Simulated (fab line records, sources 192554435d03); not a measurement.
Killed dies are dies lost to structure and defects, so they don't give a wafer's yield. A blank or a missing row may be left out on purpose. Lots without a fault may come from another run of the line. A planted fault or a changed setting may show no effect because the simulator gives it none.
Which tool did it? | flow n5_finfet | 9 lots, 27 wafers sampled, at 6 steps of a route of 1938

WHAT THE GAUGES READ, wafer by wafer
N5_WELL_APT_OVL_MEAS_09.
lot  | measured    | on         | NWELL_OVL (nm)
L836 | day 1 13:43 | overlay-01 | -9 -9 0
L839 | day 2 07:35 | overlay-01 | 3 3 3
L844 | day 3 13:51 | overlay-02 | -20 -10 -10
L846 | day 4 01:50 | overlay-01 | 8 -1 3
L847 | day 4 07:44 | overlay-01 | 12 1 -2
L849 | day 4 19:52 | overlay-01 | -3 4 2
L852 | day 5 13:55 | overlay-01 | -5 4 -4
L855 | day 6 07:50 | overlay-02 | -5 -2 -6
L856 | day 6 13:48 | overlay-02 | -9 -7 -7

N5_WELL_APT_OVL_MEAS_26.
lot  | measured    | on         | PWELL_OVL (nm)
L836 | day 1 14:58 | overlay-01 | -10 -10 -10
L839 | day 2 08:50 | overlay-01 | -5 6 -8
L844 | day 3 14:59 | overlay-01 | 1 -2 9
L846 | day 4 02:58 | overlay-02 | 40 42 34
L847 | day 4 08:52 | overlay-02 | 32 38 44
L849 | day 4 21:07 | overlay-02 | -6 1 3
L852 | day 5 15:15 | overlay-01 | 0 -6 -4
L855 | day 6 09:06 | overlay-02 | -11 -15 -10
L856 | day 6 14:56 | overlay-01 | 9 2 5

N5_BEOL_M4_RC_MEAS_101.
lot  | measured     | on        | DIBL_N (mV/V)  | DIBL_P (mV/V)  | IOFF_N (nA/um)    | IOFF_P (nA/um)    | ION_N (uA/um) | ION_P (uA/um) | SS_N (mV/dec)  | SS_P (mV/dec)  | VT_N (mV)         | VT_P (mV)
L836 | day 8 15:49  | prober-02 | 38.6 36.6 37.1 | 36.2 34.8 34.5 | 0.178 0.144 0.149 | 0.225 0.207 0.197 | 683 665 679   | 463 460 463   | 71.8 71.2 72.2 | 73.7 73.2 72.9 | 247.0 249.8 249.5 | -252 -250 -252
L839 | day 10 19:10 | prober-02 | 34.9 35.4 36.6 | 33.9 32.9 34.1 | 0.131 0.129 0.145 | 0.212 0.198 0.216 | 674 664 668   | 468 456 469   | 71.7 71.5 72.1 | 72.4 72.3 72.4 | 250.3 253.1 250.4 | -247 -251 -247
L844 | day 11 17:20 | prober-02 | 35.8 35.8 35.5 | 36.0 36.5 35.2 | 0.152 0.151 0.148 | 0.205 0.210 0.194 | 680 669 682   | 465 458 464   | 71.8 71.4 71.0 | 73.0 73.1 73.2 | 252.3 249.7 250.3 | -252 -250 -252
L846 | day 12 02:00 | prober-01 | 34.8 38.3 37.4 | 35.7 39.0 37.6 | 0.142 0.199 0.173 | 0.203 0.261 0.230 | 668 684 665   | 463 465 458   | 71.2 72.4 72.0 | 72.7 74.4 73.6 | 250.4 245.0 249.0 | -250 -247 -251
L847 | day 12 23:46 | prober-02 | 35.7 36.7 36.8 | 35.1 35.9 36.9 | 0.158 0.175 0.188 | 0.179 0.192 0.210 | 681 680 689   | 454 455 463   | 71.3 71.9 72.1 | 73.0 73.6 73.7 | 252.5 246.2 249.9 | -254 -254 -250
L849 | day 13 02:37 | prober-01 | 36.6 36.0 37.1 | 36.6 36.7 37.6 | 0.161 0.152 0.177 | 0.226 0.232 0.246 | 682 670 686   | 467 466 471   | 71.9 71.6 71.3 | 73.1 73.4 72.5 | 251.7 251.2 247.3 | -247 -251 -246
L852 | day 14 08:17 | prober-02 | 35.0 35.2 36.1 | 36.7 35.8 37.5 | 0.145 0.135 0.160 | 0.218 0.209 0.250 | 684 681 686   | 475 474 481   | 71.1 71.5 71.6 | 73.9 73.2 73.1 | 249.7 251.7 249.6 | -248 -251 -246
L855 | day 14 12:09 | prober-02 | 38.8 36.4 38.4 | 39.4 36.0 38.4 | 0.225 0.173 0.204 | 0.302 0.244 0.288 | 700 682 687   | 475 471 479   | 72.1 71.6 71.8 | 74.0 72.6 74.0 | 243.9 246.0 246.0 | -244 -245 -244
L856 | day 16 04:32 | prober-01 | 38.0 37.1 36.0 | 36.7 35.6 34.9 | 0.167 0.155 0.138 | 0.214 0.203 0.189 | 674 677 672   | 462 465 464   | 72.0 71.5 71.7 | 74.3 72.9 73.1 | 246.7 248.8 250.6 | -249 -250 -249

WHICH TOOL RAN EACH LOT (tool, then ch and the chambers of the sampled wafers, then the start)
lot  | N5_ZERO_LAYER_DESCUM_16           | N5_WELL_APT_EXPOSE_22            | N5_PMOS_HMC_CHANNEL_EPI_FIN_RECESS_16
L836 | rie_diel-05 ch 1,2, day 1 12:49   | krf_scanner-02 ch 0, day 1 14:46 | rie_si-05 ch 0,3, day 1 19:16
L839 | rie_diel-05 ch 0,2,3, day 2 06:41 | krf_scanner-02 ch 0, day 2 08:38 | rie_si-03 ch 0,1, day 2 11:33
L844 | rie_diel-02 ch 0,1,2, day 3 12:55 | krf_scanner-01 ch 0, day 3 14:47 | rie_si-05 ch 0,1,2, day 3 17:34
L846 | rie_diel-05 ch 1,2,3, day 4 00:47 | krf_scanner-02 ch 0, day 4 02:46 | rie_si-06 ch 0,2,3, day 4 05:47
L847 | rie_diel-03 ch 0,2, day 4 06:50   | krf_scanner-02 ch 0, day 4 08:40 | rie_si-05 ch 1,2,3, day 4 11:48
L849 | rie_diel-02 ch 2,3, day 4 18:50   | krf_scanner-01 ch 0, day 4 20:55 | rie_si-03 ch 1,3, day 4 23:51
L852 | rie_diel-03 ch 2,3, day 5 12:53   | krf_scanner-01 ch 0, day 5 15:03 | rie_si-03 ch 0,2, day 5 17:57
L855 | rie_diel-03 ch 0,1, day 6 06:49   | krf_scanner-01 ch 0, day 6 08:54 | rie_si-06 ch 0,2, day 6 12:01
L856 | rie_diel-03 ch 0,3, day 6 12:54   | krf_scanner-01 ch 0, day 6 14:44 | rie_si-03 ch 1,2,3, day 6 17:38
- N5_ZERO_LAYER_DESCUM_16: chemistry O2, time 7.9 s.
- N5_WELL_APT_EXPOSE_22: exposes mask PWELL, defocus 0 nm, target cd 200 nm.
- N5_PMOS_HMC_CHANNEL_EPI_FIN_RECESS_16: chemistry HBr/Cl2, target Si, target depth 54 nm, time 18 s.

WHAT THE TOOLS THEMSELVES READ (means of the sampled wafers that have a number; where no wafer has one, the mark that the record gives instead)
N5_ZERO_LAYER_DESCUM_16.
lot  | tool        | drypump_motor_current_A (A) | oes_product_au (a.u.) | rf_fwd_power_W (W) | rf_vpp_V (V) | showerhead_plenum_p_Torr (Torr) | throttle_valve_pct (%)
L836 | rie_diel-05 | 5.7                         | 0.69                  | 49.38              | 243.3        | 2.12                            | 20.52
L839 | rie_diel-05 | 6.1                         | 0.74                  | 49.37              | 243.7        | 2.08                            | 20.53
L844 | rie_diel-02 | 5.5                         | 0.80                  | 49.68              | 242.2        | 2.08                            | 20.60
L846 | rie_diel-05 | 6.0                         | 0.81                  | 49.34              | 243.6        | 2.10                            | 20.50
L847 | rie_diel-03 | 5.8                         | 0.81                  | 49.49              | 244.0        | 2.13                            | 20.39
L849 | rie_diel-02 | 6.0                         | 0.85                  | 49.46              | 241.8        | 2.04                            | 20.39
L852 | rie_diel-03 | 5.6                         | 0.72                  | 49.86              | 242.8        | 2.12                            | 20.54
L855 | rie_diel-03 | 5.9                         | 0.81                  | 49.58              | 244.8        | 2.16                            | 20.47
L856 | rie_diel-03 | 5.8                         | 0.80                  | 49.53              | 245.6        | 2.19                            | 20.43

N5_WELL_APT_EXPOSE_22.
lot  | tool           | reticle_temp_C (C)
L836 | krf_scanner-02 | 23.11
L839 | krf_scanner-02 | 23.01
L844 | krf_scanner-01 | 22.96
L846 | krf_scanner-02 | 22.99
L847 | krf_scanner-02 | 23.10
L849 | krf_scanner-01 | 23.10
L852 | krf_scanner-01 | 23.00
L855 | krf_scanner-01 | 22.95
L856 | krf_scanner-01 | 22.91

N5_PMOS_HMC_CHANNEL_EPI_FIN_RECESS_16.
lot  | tool      | drypump_motor_current_A (A) | oes_product_au (a.u.) | rf_fwd_power_W (W) | throttle_valve_pct (%)
L836 | rie_si-05 | 6.0                         | 1.002                 | 795.4              | 35.7
L839 | rie_si-03 | 5.9                         | 1.020                 | 793.8              | 35.6
L844 | rie_si-05 | 5.3                         | 0.999                 | 794.6              | 35.6
L846 | rie_si-06 | 5.4                         | 0.998                 | 792.1              | 35.4
L847 | rie_si-05 | 5.4                         | 0.984                 | 791.9              | 35.6
L849 | rie_si-03 | 5.2                         | 1.022                 | 793.6              | 36.0
L852 | rie_si-03 | 6.2                         | 1.009                 | 797.2              | 35.2
L855 | rie_si-06 | 5.2                         | 1.001                 | 796.4              | 35.4
L856 | rie_si-03 | 5.9                         | 1.008                 | 797.9              | 35.6

THE ANSWER, worked out from the rows above alone
Rule: what is usual is taken from the lots themselves. Put in order of their means at a reading, lots are off if they are a third of the lots or fewer, leave a main group of 4 or more, and stand apart from it by a gap of 3 or more times the standard deviation of the main group's means; of several such gaps the widest counts. A main group whose means are all the same, to the digits that the tables above print for the reading, isn't used. A lot without any number at a reading at which 4 lots or more have one is off too. The other lots that the step has rows for count as sound. The gauges are gone through in route order, then the tools' own readings, and for those a lot's mean is taken as printed above. The first step at which some lot is off is used, and at that step the reading that is off furthest; a lot without a number counts as furthest.
Off: L846, L847, at N5_WELL_APT_OVL_MEAS_26 (PWELL_OVL). The main group: mean -3 nm, standard deviation 5.8.
A tool fits if, at a process step before that reading, it ran every lot that is off, and no sound lot after the first of them. The gauges at N5_WELL_APT_OVL_MEAS_26 are tried like those tools. One fits: krf_scanner-02 at N5_WELL_APT_EXPOSE_22. Its last sound lot is L839 (day 2 08:38), its first lot that is off L846 (day 4 02:46): a fault that began between those two fits.

WHAT THE SIMULATOR HAD PUT IN
Scanner matching overlay: krf_scanner-02, from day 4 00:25 on, at N5_WELL_APT_EXPOSE_22. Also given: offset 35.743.
Lots struck among those shown: L846, L847. The rule above found the same.
